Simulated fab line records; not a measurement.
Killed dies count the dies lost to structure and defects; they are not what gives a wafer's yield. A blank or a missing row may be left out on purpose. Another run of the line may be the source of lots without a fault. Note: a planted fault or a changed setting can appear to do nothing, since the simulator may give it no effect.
Matching of chambers / flow nand harc / rie diel-13 running NHARC_P_ZERO_WELL_DESCUM_39: 4 sister chambers
The step chemistry O2, time 3 s. 4 wafers are shown with their chamber, then 12 later ones without.

## WAFERS, EACH WITH ITS CHAMBER
wafer=L089.2; chamber=0; drypump motor current A (A)=5.4
wafer=L090.1; chamber=1; drypump motor current A (A)=5.6
wafer=L090.2; chamber=2; drypump motor current A (A)=5.9
wafer=L090.3; chamber=3; drypump motor current A (A)=6.2

## WAFERS WITHOUT THEIR CHAMBER
wafer=L091.2; drypump motor current A (A)=5.4
wafer=L091.3; drypump motor current A (A)=5.6
wafer=L091.6; drypump motor current A (A)=5.4
wafer=L094.1; drypump motor current A (A)=5.7
wafer=L094.4; drypump motor current A (A)=5.4
wafer=L094.5; drypump motor current A (A)=5.4
wafer=L095.1; drypump motor current A (A)=5.9
wafer=L095.4; drypump motor current A (A)=5.7
wafer=L095.5; drypump motor current A (A)=5.4
wafer=L097.1; drypump motor current A (A)=6.2
wafer=L097.3; drypump motor current A (A)=5.4
wafer=L097.4; drypump motor current A (A)=5.7

## THE CHAMBER EACH PASSED THROUGH
wafer=L091.2; from the rows above=0; in truth=0
wafer=L091.3; from the rows above=1; in truth=1
wafer=L091.6; from the rows above=0; in truth=0
wafer=L094.1; from the rows above=can't be placed: 1 or 2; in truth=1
wafer=L094.4; from the rows above=0; in truth=0
wafer=L094.5; from the rows above=0; in truth=0
wafer=L095.1; from the rows above=2; in truth=2
wafer=L095.4; from the rows above=can't be placed: 1 or 2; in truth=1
wafer=L095.5; from the rows above=0; in truth=0
wafer=L097.1; from the rows above=3; in truth=3
wafer=L097.3; from the rows above=0; in truth=0
wafer=L097.4; from the rows above=can't be placed: 1 or 2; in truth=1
9 of 12 placed correctly. Cannot be placed on the basis of these rows: 3; the candidates contain the true chamber in 3. Placed wrongly: 0.
How it was worked out, from the rows above alone: a wafer's distance from a chamber is the root of the sum, over the readings, of the square of ((its reading less the chamber's mean) divided by the reading's scatter). The wafer belongs to the nearest chamber; if the next one is less than 2 further off, it can't be placed. Each chamber's mean is taken over the wafers shown for it. The scatter: root of mean squared gap, hidden wafer to nearest shown wafer, with one shown wafer a chamber.
